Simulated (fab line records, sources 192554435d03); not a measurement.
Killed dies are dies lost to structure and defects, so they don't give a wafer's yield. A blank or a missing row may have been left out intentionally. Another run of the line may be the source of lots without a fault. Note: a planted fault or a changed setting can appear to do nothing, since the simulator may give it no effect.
Which tool did it?    flow n5Finfet    12 lots, 31 wafers sampled, at 5 steps of a route of 1938

== WHAT THE GAUGES READ, wafer by wafer ==
N5_BEOL_M13_INSPECT_55: inspects for defects (darkfield).
lot   measured      on                rawDefectCount
L299  day 11 10:25  defectInspect-02  74 77
L300  day 12 03:17  defectInspect-01  28 25 46
L302  day 12 11:01  defectInspect-01  44 87 77
L305  day 12 11:28  defectInspect-02  53 79 91
L303  day 13 02:03  defectInspect-01  45 47
L304  day 13 02:23  defectInspect-02  54 110 71
L308  day 13 18:34  defectInspect-01  56 58 78
L307  day 13 18:51  defectInspect-01  68 132 104
L310  day 15 02:36  defectInspect-02  51 31
L315  day 15 16:59  defectInspect-02  57 54
L317  day 16 15:10  defectInspect-02  87 817 58
L320  day 17 13:33  defectInspect-01  55 40

== TOOL THAT RAN EACH LOT (tool first, then ch and the chambers of the sampled wafers, then the start) ==
lot   N5_BEOL_M13_SPUTTER_43       N5_BEOL_M13_SPUTTER_45       N5_BEOL_M13_ANNEAL_48            N5_BEOL_M13_DEP_53
L299  pvdSputter-02, day 11 09:13  pvdSputter-02, day 11 09:23  rtpAnneal-02 ch 0, day 11 09:43  pecvd-01 ch 1,2, day 11 10:19
L300  pvdSputter-01, day 12 02:01  pvdSputter-01, day 12 02:11  rtpAnneal-02 ch 0, day 12 02:35  pecvd-01 ch 0,2, day 12 03:11
L302  pvdSputter-02, day 12 09:49  pvdSputter-02, day 12 09:58  rtpAnneal-01 ch 0, day 12 10:18  pecvd-04 ch 0,2, day 12 10:55
L305  pvdSputter-01, day 12 10:17  pvdSputter-01, day 12 10:26  rtpAnneal-02 ch 0, day 12 10:43  pecvd-04 ch 0,1,2, day 12 11:23
L303  pvdSputter-02, day 13 00:42  pvdSputter-02, day 13 00:52  rtpAnneal-02 ch 0, day 13 01:08  pecvd-04 ch 1,2, day 13 01:57
L304  pvdSputter-02, day 13 01:12  pvdSputter-02, day 13 01:22  rtpAnneal-02 ch 0, day 13 01:41  pecvd-04 ch 0,1,2, day 13 02:18
L308  pvdSputter-02, day 13 17:04  pvdSputter-02, day 13 17:14  rtpAnneal-01 ch 0, day 13 17:54  pecvd-02 ch 0,1,2, day 13 18:29
L307  pvdSputter-03, day 13 17:10  pvdSputter-03, day 13 17:20  rtpAnneal-01 ch 0, day 13 18:05  pecvd-04 ch 0,2, day 13 18:45
L310  pvdSputter-02, day 15 01:25  pvdSputter-02, day 15 01:34  rtpAnneal-01 ch 0, day 15 01:51  pecvd-01 ch 0,1, day 15 02:31
L315  pvdSputter-02, day 15 15:32  pvdSputter-02, day 15 15:42  rtpAnneal-02 ch 0, day 15 16:20  pecvd-02 ch 0,1, day 15 16:53
L317  pvdSputter-02, day 16 13:58  pvdSputter-02, day 16 14:08  rtpAnneal-02 ch 0, day 16 14:28  pecvd-01 ch 0,1, day 16 15:04
L320  pvdSputter-01, day 17 12:02  pvdSputter-01, day 17 12:12  rtpAnneal-02 ch 0, day 17 12:48  pecvd-02 ch 0,2, day 17 13:28
- N5_BEOL_M13_SPUTTER_43: material TaN, target thk 15 nm, time 24.19 s.
- N5_BEOL_M13_SPUTTER_45: material Cu, target thk 80 nm, time 13.33 s.
- N5_BEOL_M13_ANNEAL_48: time 90 s.
- N5_BEOL_M13_DEP_53: deposits SiCN from 3MS/NH3, target thk 50 nm, time 17.8 s.

== AS READ BY THE TOOLS THEMSELVES (means over the sampled wafers that have a number; for cases with no such wafer, the mark the record gives instead) ==
N5_BEOL_M13_SPUTTER_43.
lot   tool           throttleValvePct (%)
L299  pvdSputter-02  30.8
L300  pvdSputter-01  30.4
L302  pvdSputter-02  30.3
L305  pvdSputter-01  31.1
L303  pvdSputter-02  30.1
L304  pvdSputter-02  30.5
L308  pvdSputter-02  30.5
L307  pvdSputter-03  29.0
L310  pvdSputter-02  30.1
L315  pvdSputter-02  31.0
L317  pvdSputter-02  30.5
L320  pvdSputter-01  29.9

N5_BEOL_M13_SPUTTER_45.
lot   tool           chuckGasFlowSccm (sccm)  throttleValvePct (%)
L299  pvdSputter-02  1.27                     30.9
L300  pvdSputter-01  1.31                     30.2
L302  pvdSputter-02  1.19                     30.4
L305  pvdSputter-01  1.24                     30.9
L303  pvdSputter-02  1.24                     30.1
L304  pvdSputter-02  1.23                     30.5
L308  pvdSputter-02  1.18                     30.9
L307  pvdSputter-03  1.30                     29.1
L310  pvdSputter-02  1.27                     30.1
L315  pvdSputter-02  1.32                     30.9
L317  pvdSputter-02  1.29                     30.6
L320  pvdSputter-01  1.24                     29.9

N5_BEOL_M13_ANNEAL_48.
lot   tool          wafer_temp_C_max
L299  rtpAnneal-02  226.04
L300  rtpAnneal-02  226.03
L302  rtpAnneal-01  225.74
L305  rtpAnneal-02  225.64
L303  rtpAnneal-02  225.91
L304  rtpAnneal-02  225.76
L308  rtpAnneal-01  226.01
L307  rtpAnneal-01  225.98
L310  rtpAnneal-01  225.84
L315  rtpAnneal-02  226.00
L317  rtpAnneal-02  225.87
L320  rtpAnneal-02  226.12

N5_BEOL_M13_DEP_53.
lot   tool      showerheadPlenumPTorr (Torr)  throttleValvePct (%)
L299  pecvd-01  4.184                         18.9
L300  pecvd-01  4.149                         18.7
L302  pecvd-04  4.184                         17.7
L305  pecvd-04  4.160                         18.1
L303  pecvd-04  4.160                         17.9
L304  pecvd-04  4.159                         18.1
L308  pecvd-02  4.177                         18.5
L307  pecvd-04  4.185                         17.6
L310  pecvd-01  4.159                         19.6
L315  pecvd-02  4.183                         18.3
L317  pecvd-01  4.172                         19.9
L320  pecvd-02  4.184                         18.2

== THE ANSWER, worked out from the rows above alone ==
Rule: the usual values come from the lots themselves. Put in order of their means at a reading, lots are off if they are a third of the lots or fewer, leave a main group of 4 or more, and stand apart from it by a gap of 3 or more times the standard deviation of the main group's means; of several such gaps the widest counts. Not used: any main group whose means are identical at the precision the tables above print for the reading. A lot without any number at a reading at which 4 lots or more have one is off too. All remaining lots with rows at the step are treated as sound. First the gauges in route order, then the tools' own readings, where a lot's mean is used as printed above. At the first step where some lot is off, the reading lying furthest off is the one used; lots without a number count as furthest.
Off, at N5_BEOL_M13_INSPECT_55 on rawDefectCount: L317. For the main group the mean is 62 and the standard deviation 19.
A tool fits if, at a process step before that reading, it ran every lot that is off, and no sound lot after the first of them. Those tools and the gauges at N5_BEOL_M13_INSPECT_55 are tried in the same way. Can't be told from this: 3 tools fit, pvdSputter-02 at N5_BEOL_M13_SPUTTER_43 and N5_BEOL_M13_SPUTTER_45, pecvd-01 at N5_BEOL_M13_DEP_53, defectInspect-02 at N5_BEOL_M13_INSPECT_55.

== WHAT WAS PUT IN BY THE SIMULATOR ==
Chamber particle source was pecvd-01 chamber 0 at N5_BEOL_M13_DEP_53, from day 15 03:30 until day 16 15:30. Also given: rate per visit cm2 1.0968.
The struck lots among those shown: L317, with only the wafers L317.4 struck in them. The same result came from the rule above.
